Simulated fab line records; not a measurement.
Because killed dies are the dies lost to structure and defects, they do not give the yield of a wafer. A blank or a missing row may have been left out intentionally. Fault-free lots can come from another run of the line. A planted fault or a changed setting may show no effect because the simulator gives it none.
Struck lot and sound lot, side by side / flow n5Finfet / 15 steps out of a route of 1938
Sound: wafers L596.2, L596.3, L596.6. Wafers struck: L604.1, L604.3, L604.6. Last of all comes the cause.
Order at every step that has rows: each side's tool, ch and its chambers, its first start. Under that, the readings that differ: sound wafers / struck wafers / difference of the means / sigmas: that difference in standard deviations of wafers without a fault.
alike: a reading whose means differ by less than 2 such deviations, as well as words and numbers matching on both sides. not compared: withheld readings; readings where some wafer has no value; bounds like >300 that might hide an equal value; numbers whose values overlap and for which the record gives no deviation.
Wherever a step has rows on one side only, a row that says differs or no value, or a row with sigmas, the two part there. Non-overlapping numbers with no deviation appear without sigmas and do not part them. A reading that every wafer of one side lacks parts them only if that side has two wafers or more.

first, 7 steps without rows for these wafers: N5_WELL_APT_COAT_19 (resist thk 950 nm); N5_WELL_APT_EBR_21; N5_WELL_APT_SOFTBAKE_20 (time 60 s); N5_WELL_APT_EXPOSE_22 (exposes mask PWELL, defocus 0 nm, target cd 200 nm); N5_WELL_APT_PEB_23 (peb time 90 s); N5_WELL_APT_DEVELOP_24 (develop time 45 s); N5_WELL_APT_HARDBAKE_29 (time 120 s).
N5_WELL_APT_CD_MEAS_25 targets a cd of 200 nm.
  sound on cdSem-03 ch 0, day 1 14:57; struck on cdSem-03 ch 0, day 3 15:13
  alike: cdNm
N5_WELL_APT_OVL_MEAS_26:
  sound on overlay-01 ch 0, day 1 14:59; struck on overlay-01 ch 0, day 3 15:15
  alike: PWELL_OVL
N5_WELL_APT_INSPECT_27: inspects for defects (macro).
  sound on defectInspect-01 at day 1 15:01; struck on defectInspect-02 at day 3 15:17
  alike: rawDefectCount
N5_WELL_APT_DESCUM_30: chemistry O2, time 7.9 s.
  sound on rieDiel-05 ch 0,1,3, day 1 15:07; struck on rieDiel-03 ch 0,1,3, day 3 15:19
  alike: chamberPressureMTorr, drypumpMotorCurrentA, o2FlowSccm, oesProductAu, rfFwdPowerW, rfVppV, showerheadPlenumPTorr, throttleValvePct
  not compared: rfHoursCounterH
next, for these wafers, 1 step has no rows: N5_WELL_APT_IMPLANT_31.
N5_WELL_APT_IMPLANT_32:
  sound on implanter-01 ch 0, day 1 15:26; struck on implanter-02 ch 0, day 3 15:35
reading=beamEnergyKeV; sound=50.013 50.019 49.978; struck=56.678 56.676 56.668; difference=+6.671; sigmas=+99 or more
reading=model.implant.rpNm (nm); sound=37.55 37.55 37.55; struck=43.08 43.08 43.08; difference=+5.53; sigmas=
reading=model.implant.drpNm (nm); sound=18.55 18.55 18.55; struck=20.33 20.33 20.33; difference=+1.78; sigmas=
then, 1 step without rows for these wafers: N5_WELL_APT_STRIP_33 (strips in SPM, time 900 s).
-- here the record skips 12 days between the struck wafers' starts before and after, leaving off in module WELL_APT and picking up in module PASSIVATION (first step shown: number 1936 of the route) --
N5_PASSIVATION_PROBE_49:
  sound on prober-01 at day 12 16:20; struck on prober-02 at day 15 04:43
  alike: killed_at_M0_to_M3, killed_at_M4_up, killedAtContacts, killedAtFrontEnd, killedAtOther, killedDies, killedOnRim, killedOpen, killedShort

== WHERE THEY PART ==
Only at N5_WELL_APT_IMPLANT_32, as far as this record shows. Later steps at which nothing parts them and some readings are alike: N5_PASSIVATION_PROBE_49.

WHY: what the simulator had put in
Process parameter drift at N5_WELL_APT_IMPLANT_32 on implanter-02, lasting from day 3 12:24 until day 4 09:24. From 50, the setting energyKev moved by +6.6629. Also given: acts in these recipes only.
